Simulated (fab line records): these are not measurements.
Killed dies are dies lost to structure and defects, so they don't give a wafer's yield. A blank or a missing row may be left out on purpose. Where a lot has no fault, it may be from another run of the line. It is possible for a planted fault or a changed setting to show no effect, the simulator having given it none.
fab line records	flow n5Finfet
[record] lots = 11	wafers = 30	lastDay = 21
route steps=1938 shown BEOL_M9@1401 PASSIVATION@1936
lots that met no fault: taken from a fault-free run of the same line
startH: hours from the record's first day to the start of the lot's first wafer shown	waitH: hours from the lot's prior step to this one	" as in the row above	L1.1+2: a row that stands for several wafers	- no value present, or no start provided	* or withheld: withheld	< > ~ a bound
route shown NAME@n: NAME is a module with steps in the file, n the number in the route of the first one	usual: mean and standard deviation over wafers with no fault	same: alike in all rows	chamber/n: place in a boat	sites: each site's reading	_std_site: the standard deviation of these	_edge_site: mean of outer sites minus mean of inner sites	radiusMm: how far each site lies from the wafer's centre	mask NAME#n: copy n	behind: the last tool/chamber to shape the wafer	hold: reason for holding the lot/hours on hold/outcome of the hold	device: the n, p or np transistor that did not switch	end of line: at the end of the route, the tests of the same wafers	for a step that has no rows: nothing shown but its recipe	killed: not the wafer's yield, but the dies lost to structure and defects at the first sort	map: shows each die of a wafer: x if killed, . if not, _ if none is there
set.NAME: the run value of the setting; set.NAME@STEP: its run value at that earlier step	model.NAME: the simulator's own value behind a step, which no gauge read
steps of the route over a sample of lots; a table a step, a row a wafer
services: from which hour (startH, from the record's first day; less than 0 if before it) a tool's chamber was out of use, for how many hours, and why
[[steps]]
[step N5_BEOL_M9_ILD_DEP_00]
[recipe] material = SiCOH_lowk	targetThkA = 3085.1	tempC = 300	precursor = DEMS/porogen	pressureTorr = 5	rfW = 500	timeS = 58
[usual] heaterPowerW = 310/64	showerheadPlenumPTorr = 5.739/0.011	throttleValvePct = 13.8/0.46
lot.wafer	tool	chamber	startH	waitH	heaterPowerW	showerheadPlenumPTorr	throttleValvePct
L246.2	pecvd-04	1	234.58	0.0	237	5.742	13.6
L246.4	"	1	"	"	248	5.732	13.7
L246.6	"	1	"	"	248	5.749	13.7
L250.1	pecvd-04	1	267.20	0.0	210	5.743	13.8
L250.4	"	1	"	"	221	5.737	13.9
L250.6	"	0	"	"	378	5.728	14.3
L254.1	pecvd-04	1	288.54	0.0	214	5.735	13.8
L254.4	"	1	"	"	217	5.732	13.6
L258.3	pecvd-02	0	329.01	0.0	307	5.752	14.4
L258.5	"	1	"	"	314	5.729	13.4
L260.1	pecvd-04	0	332.36	0.0	376	5.731	14.1
L260.2	"	2	"	"	315	5.751	13.8
L260.4	"	0	"	"	402	5.730	14.0
L259.1	pecvd-02	0	347.81	0.0	272	5.739	14.4
L259.4	"	0	"	"	277	5.753	14.8
L259.6	"	1	"	"	360	5.726	13.3
L264.1	pecvd-02	0	380.32	0.0	309	5.741	14.6
L264.4	"	0	"	"	310	5.745	14.4
L262.1	pecvd-02	2	385.15	0.0	241	5.746	13.4
L262.4	"	0	"	"	246	5.757	14.5
L262.5	"	1	"	"	356	5.753	13.7
L263.3	pecvd-04	2	385.24	0.0	336	5.747	13.7
L263.4	"	0	"	"	387	5.717	14.0
L263.6	"	2	"	"	343	5.749	13.6
L265.1	pecvd-04	2	401.65	0.0	362	5.748	13.7
L265.3	"	0	"	"	390	5.723	14.0
L265.6	"	0	"	"	389	5.732	14.1
L267.1	pecvd-04	0	419.43	0.0	403	5.729	14.4
L267.4	"	0	"	"	398	5.731	14.1
L267.5	"	1	"	"	204	5.726	14.1
[step N5_BEOL_M9_ETCH_61]
[recipe] chemistry = CF4	target = SiARC	targetDepthA = 390	maskMaterial = CAR-ArF	timeS = 65	ionEnergyEv = 80	pressureMtorr = 40	sourceW = 545	biasW = 36	Ar_flow_sccm = 100	cf4FlowSccm = 100	ends = cleared
[usual] drypumpMotorCurrentA = 5.6/0.36	etchRfOnTimeS = 65.5/2.8	oesProductAu = 0.67/0.071	rfVppV = 183.9/1.2	showerheadPlenumPTorr = 2.12/0.07	throttleValvePct = 15.65/0.28
lot.wafer	tool	chamber	startH	waitH	drypumpMotorCurrentA	etchRfOnTimeS	oesProductAu	rfHoursCounterH	rfVppV	showerheadPlenumPTorr	throttleValvePct
L246.2	rieDiel-06	3	236.31	0.0	6.4	62.4	0.65	198	183.2	2.03	15.32
L246.4	"	0	"	"	5.1	62.2	0.66	179	182.1	2.13	15.56
L246.6	"	0	"	"	5.2	63.1	0.65	-	183.9	2.13	15.55
L250.1	rieDiel-06	3	269.14	0.0	6.4	38.9	0.87	206	182.7	2.03	15.35
L250.4	"	0	"	"	5.1	63.2	0.65	188	184.1	2.13	15.58
L250.6	"	1	"	"	5.7	68.6	0.71	-	183.8	2.09	15.43
L254.1	rieDiel-06	0	290.22	0.0	5.2	38.7	0.87	193	183.7	2.13	15.59
L254.4	"	2	"	"	6.0	63.4	0.62	207	181.9	2.05	15.98
L258.3	rieDiel-05	1	331.40	0.0	5.6	67.5	0.60	214	182.7	2.12	15.83
L258.5	"	2	"	"	5.5	63.0	0.80	-	183.8	2.11	15.36
L260.1	rieDiel-05	3	336.15	0.0	5.1	68.4	0.58	232	182.1	2.05	16.23
L260.2	"	1	"	"	5.6	67.9	0.60	215	183.2	2.12	15.82
L260.4	"	2	"	"	5.5	64.0	0.80	10	183.8	2.11	15.36
L259.1	rieDiel-06	3	350.42	0.0	6.4	62.6	0.62	225	183.2	2.02	15.39
L259.4	"	2	"	"	6.0	63.5	0.61	-	182.7	2.04	15.99
L259.6	"	3	"	"	6.4	63.7	0.61	-	183.9	2.02	15.38
L264.1	rieDiel-01	3	382.02	0.0	5.6	68.1	0.67	102	186.7	2.24	15.72
L264.4	"	0	"	"	5.1	69.0	0.72	51	183.9	2.19	15.22
L262.1	rieDiel-06	1	388.58	0.0	5.6	66.8	0.69	94	183.1	2.08	15.50
L262.4	"	2	"	"	6.0	62.9	0.60	236	182.2	2.04	16.04
L262.5	"	3	"	"	6.4	61.9	0.62	-	184.3	2.02	15.40
L263.3	rieDiel-06	1	389.03	0.0	5.6	67.5	0.69	94	183.9	2.08	15.51
L263.4	"	2	"	"	6.0	63.9	0.60	236	183.2	2.04	16.04
L263.6	"	3	"	"	6.4	63.2	0.61	-	183.7	2.02	15.41
L265.1	rieDiel-05	2	404.38	0.0	5.5	63.0	0.76	27	185.5	2.11	15.40
L265.3	"	1	"	"	5.6	67.4	0.59	233	184.6	2.11	15.87
L265.6	"	3	"	"	5.0	69.0	0.57	-	182.7	2.04	16.29
L267.1	rieDiel-05	2	422.40	0.0	5.5	64.4	0.75	33	181.4	2.10	15.42
L267.4	"	1	"	"	5.6	68.2	0.59	-	183.3	2.11	15.87
L267.5	"	2	"	"	5.5	64.3	0.74	-	184.6	2.10	15.44
[step N5_BEOL_M9_HM_OPEN_17]
[recipe] chemistry = Cl2/BCl3	targetDepthA = 200	overetchA = 60	target = TiN	maskMaterial = SOC	ionEnergyEv = 150	pressureMtorr = 10	icpW = 1000	biasW = 126	Cl2_flow_sccm = 53.25	bcl3FlowSccm = 21.75	Ar_flow_sccm = 25
[usual] drypumpMotorCurrentA = 6.0/0.6	oes_ar_750_au = 0.79/0.095	oesProductAu = 0.68/0.083	throttleValvePct = 22.18/0.24
lot.wafer	tool	chamber	startH	waitH	drypumpMotorCurrentA	oes_ar_750_au	oesProductAu	rfHoursCounterH	throttleValvePct
L246.2	rieMetal-03	0	236.54	0.0	5.7	0.93	0.77	10	21.85
L246.4	"	0	"	"	5.7	0.94	0.76	-	21.86
L246.6	"	0	"	"	5.7	0.94	0.75	-	21.88
L250.1	rieMetal-02	1	269.37	0.0	6.7	0.76	0.66	44	22.37
L250.4	"	1	"	"	6.7	0.76	0.67	-	22.34
L250.6	"	0	"	"	6.4	0.71	0.59	-	22.40
L254.1	rieMetal-03	1	290.47	0.0	5.3	0.88	0.79	5	21.81
L254.4	"	1	"	"	5.3	0.89	0.77	-	21.83
L258.3	rieMetal-03	0	331.67	0.1	5.7	0.89	0.72	-	21.88
L258.5	"	1	"	"	5.2	0.84	0.76	-	21.82
L260.1	rieMetal-02	1	336.39	0.0	6.7	0.73	0.65	50	22.36
L260.2	"	0	"	"	6.4	0.71	0.58	90	22.41
L260.4	"	0	"	"	6.4	0.70	0.57	-	22.41
L259.1	rieMetal-02	1	350.66	0.0	6.7	0.74	0.66	51	22.36
L259.4	"	1	"	"	6.7	0.73	0.65	-	22.36
L259.6	"	0	"	"	6.4	0.69	0.58	-	22.40
L264.1	rieMetal-02	0	382.26	0.0	6.4	0.69	0.58	94	22.41
L264.4	"	0	"	"	6.4	0.69	0.58	-	22.41
L262.1	rieMetal-02	0	388.82	0.0	6.4	0.69	0.58	95	22.42
L262.4	"	0	"	"	6.4	0.69	0.58	-	22.41
L262.5	"	1	"	"	6.7	0.73	0.65	-	22.36
L263.3	rieMetal-02	1	389.30	0.1	6.7	0.73	0.64	-	22.38
L263.4	"	0	"	"	6.4	0.69	0.58	-	22.41
L263.6	"	1	"	"	6.7	0.73	0.64	-	22.36
L265.1	rieMetal-02	1	404.61	0.0	6.7	0.73	0.63	55	22.39
L265.3	"	0	"	"	6.4	0.69	0.57	-	22.41
L265.6	"	0	"	"	6.4	0.69	0.57	-	22.43
L267.1	rieMetal-02	1	422.64	0.0	6.7	0.73	0.63	57	22.39
L267.4	"	1	"	"	6.7	0.72	0.64	-	22.38
L267.5	"	1	"	"	6.7	0.72	0.63	-	22.38
[step N5_BEOL_M9_STRIP_19]
[recipe] chemistry = O2	powerW = 400	tempC = 40	pressureMtorr = 30	rfFrequencyHz = 6e+07	biasPowerW = 0	overashFraction = 0.2	o2FlowSccm = 225
[usual] drypumpMotorCurrentA = 5.5/0.31	oesProductAu = 0.81/0.094	rfVppV = 3.7/0.59	showerheadPlenumPTorr = 2.09/0.079	throttleValvePct = 16.7/0.3
[same] overashFraction = 0.2
lot.wafer	tool	chamber	startH	waitH	drypumpMotorCurrentA	oesProductAu	rfHoursCounterH	rfVppV	showerheadPlenumPTorr	throttleValvePct
L246.2	rieDiel-05	0	236.72	0.1	5.3	0.93	34	4.2	2.20	16.3
L246.4	"	1	"	"	5.6	0.75	183	4.2	2.09	16.8
L246.6	"	3	"	"	5.0	0.72	-	4.1	2.00	17.2
L250.1	rieDiel-01	1	269.49	0.1	5.5	0.97	6	3.8	2.14	16.5
L250.4	"	3	"	"	5.6	0.85	70	3.9	2.24	16.8
L250.6	"	0	"	"	5.2	0.93	-	4.2	2.14	16.2
L254.1	rieDiel-01	3	290.64	0.1	5.6	0.84	77	3.3	2.23	16.8
L254.4	"	1	"	"	5.6	0.92	13	3.3	2.13	16.5
L258.3	rieDiel-05	0	331.76	0.1	5.4	0.89	64	4.7	2.19	16.4
L258.5	"	1	"	"	5.6	0.72	-	4.0	2.08	16.9
L260.1	rieDiel-01	0	336.57	0.2	5.2	0.89	40	2.5	2.13	16.2
L260.2	"	2	"	"	5.7	0.73	195	3.8	2.08	16.8
L260.4	"	1	"	"	5.5	0.90	28	4.2	2.13	16.5
L259.1	rieDiel-01	3	350.78	0.1	5.5	0.83	94	3.6	2.23	16.9
L259.4	"	1	"	"	5.6	0.90	32	3.6	2.13	16.5
L259.6	"	1	"	"	5.6	0.90	-	2.3	2.13	16.6
L264.1	rieDiel-06	2	382.37	0.1	6.0	0.70	234	2.8	1.98	17.1
L264.4	"	1	"	"	5.6	0.83	92	2.5	2.00	16.4
L262.1	rieDiel-06	0	388.95	0.1	5.2	0.72	223	3.4	2.06	16.6
L262.4	"	1	"	"	5.6	0.83	94	4.2	2.00	16.4
L262.5	"	2	"	"	6.0	0.69	-	3.7	1.98	17.0
L263.3	rieDiel-01	2	389.38	0.1	5.7	0.71	209	4.5	2.07	16.8
L263.4	"	0	"	"	5.2	0.87	53	4.0	2.13	16.3
L263.6	"	3	"	"	5.6	0.79	-	3.9	2.23	16.9
L265.1	rieDiel-05	3	404.74	0.1	5.0	0.68	249	3.6	1.98	17.3
L265.3	"	2	"	"	5.5	0.88	27	2.9	2.07	16.5
L265.6	"	0	"	"	5.3	0.86	-	3.5	2.19	16.4
L267.1	rieDiel-06	1	422.84	0.2	5.6	0.81	102	3.4	1.99	16.4
L267.4	"	2	"	"	6.0	0.69	244	2.8	1.97	17.0
L267.5	"	0	"	"	5.2	0.71	-	4.0	2.06	16.6
[step N5_PASSIVATION_PROBE_49]
[usual] defectLimitedYield = 91.2/1.5	killed_at_M0_to_M3 = 35/12	killed_at_M4_up = 14/5.1	killedAtContacts = 13/6	killedAtFrontEnd = 38/12	killedAtOther = 4/3.5	killedDies = 104/18	killedOpen = 68/13	killedShort = 33/8.1	sort_bin_5_function = 5.2/1	sort_bin_6_memory = 3.2/0.69	sort_bin_8_speed = 0.01/0.051	sortNPass = 1076/18	sortYieldPct = 91.2/1.5
[same] grossDies = 1180	killedAtBackSide = 0	sort_bin_4_leakage[%] = 0
lot.wafer	tool	chamber	startH	waitH	defectLimitedYield[%]	killed_at_M0_to_M3	killed_at_M4_up	killedAtContacts	killedAtFrontEnd	killedAtOther	killedDies	killedOpen	killedShort	sort_bin_5_function[%]	sort_bin_6_memory[%]	sort_bin_8_speed[%]	sortNPass	sortYieldPct[%]
L254.4	prober-01	-	356.90	0.2	91.1	36	16	13	29	11	105	65	31	5.1	2.7	0	1075	91.1
L258.3	prober-02	-	403.32	0.1	91.4	57	9	11	20	5	102	62	40	5.3	2.9	0	1078	91.4
L258.5	prober-02	-	403.42	0.2	92.1	54	11	8	15	5	93	56	36	4.1	3.5	0	1087	92.1
// killed by level:class
L254.4 BEOL_M2:geometricParticle:open=16 MOL_CONTACT_COAG:geometricParticle:open=12 BEOL_M4:geometricParticle:open=12 HKMG_FIN:areaEtch=9 BEOL_M0_SAQP:geometricParticle:short=4 BEOL_M1:geometricParticle:open=4 BEOL_M3:geometricParticle:open=4 FIN_SAQP:geometricParticle:short=3
L258.3 BEOL_M1:geometricParticle:short=13 BEOL_M1:geometricParticle:open=9 MOL_CONTACT_COAG:geometricParticle:open=9 FIN_SAQP:geometricParticle:short=8 BEOL_M2:geometricParticle:open=8 BEOL_M3:geometricParticle:open=8 BEOL_M0_SAQP:geometricParticle:open=6 BEOL_M0:geometricParticle:open=6
L258.5 BEOL_M3:geometricParticle:open=13 BEOL_M2:geometricParticle:open=13 BEOL_M0_SAQP:geometricParticle:short=9 FIN_SAQP:geometricParticle:short=7 MOL_CONTACT_COAG:geometricParticle:open=5 BEOL_M0_SAQP:geometricParticle:open=5 STI_FIN_REVEAL:geometricParticle:open=4 BEOL_M0:geometricParticle:open=4
[[services]]
tool	chamber	startH	hours	kind
pecvd-02	0	218.00	15.7	repair
rieDiel-06	3	221.81	4.5	repair
pecvd-02	2	228.89	4.6	repair
pecvd-04	0	234.41	21.7	repair
rieDiel-01	2	245.04	7.4	repair
rieDiel-06	3	253.95	6.9	repair
rieDiel-05	2	269.89	-	clean
rieDiel-05	2	269.89	-	consumableReplace:focusRing
rieDiel-06	-	285.04	0.6	repair
rieDiel-05	-	299.85	2.8	pm
rieDiel-06	2	302.75	5.4	repair
pecvd-04	2	309.68	5.5	scheduledDown
rieDiel-06	-	327.61	1.9	repair
rieDiel-06	3	331.79	18.0	repair
rieMetal-03	1	335.33	10.0	repair
rieDiel-06	1	344.77	6.9	repair
rieMetal-03	0	344.84	11.6	repair
rieMetal-02	-	358.24	1.0	repair
rieDiel-05	0	376.44	12.7	repair
rieMetal-02	0	406.89	-	clean
rieMetal-02	0	406.89	29.3	scheduledDown
rieMetal-02	0	406.89	29.3	ventCycle
rieDiel-01	1	410.33	9.9	repair
pecvd-04	1	412.76	2.1	scheduledDown
[[key]]
[firstSign] step = N5_BEOL_M9_ETCH_61	reading = etchRfOnTimeS	direction = down	sigmas = 9.6	usual = *	struck = *
[effect] step = N5_BEOL_M9_ETCH_61	reading = oesProductAu	direction = up	sigmas = 2.8	usual = 0.67	struck = 0.87
metAt N5_BEOL_M9_ETCH_61
struckLots L250,L254
struckWafers L250.1,L254.1
notActingAt N5_BEOL_M9_ILD_DEP_00,N5_BEOL_M9_HM_OPEN_17,N5_BEOL_M9_STRIP_19
onsetBetween 236.31 269.14
[fault] kind = processParameterDrift	tool = rieDiel-06	chamber = -	onsetH = 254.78	steps = N5_BEOL_M9_ETCH_61	channel = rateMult	offset = 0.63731	shape = step	endH = 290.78	scope = struckWafersOnly
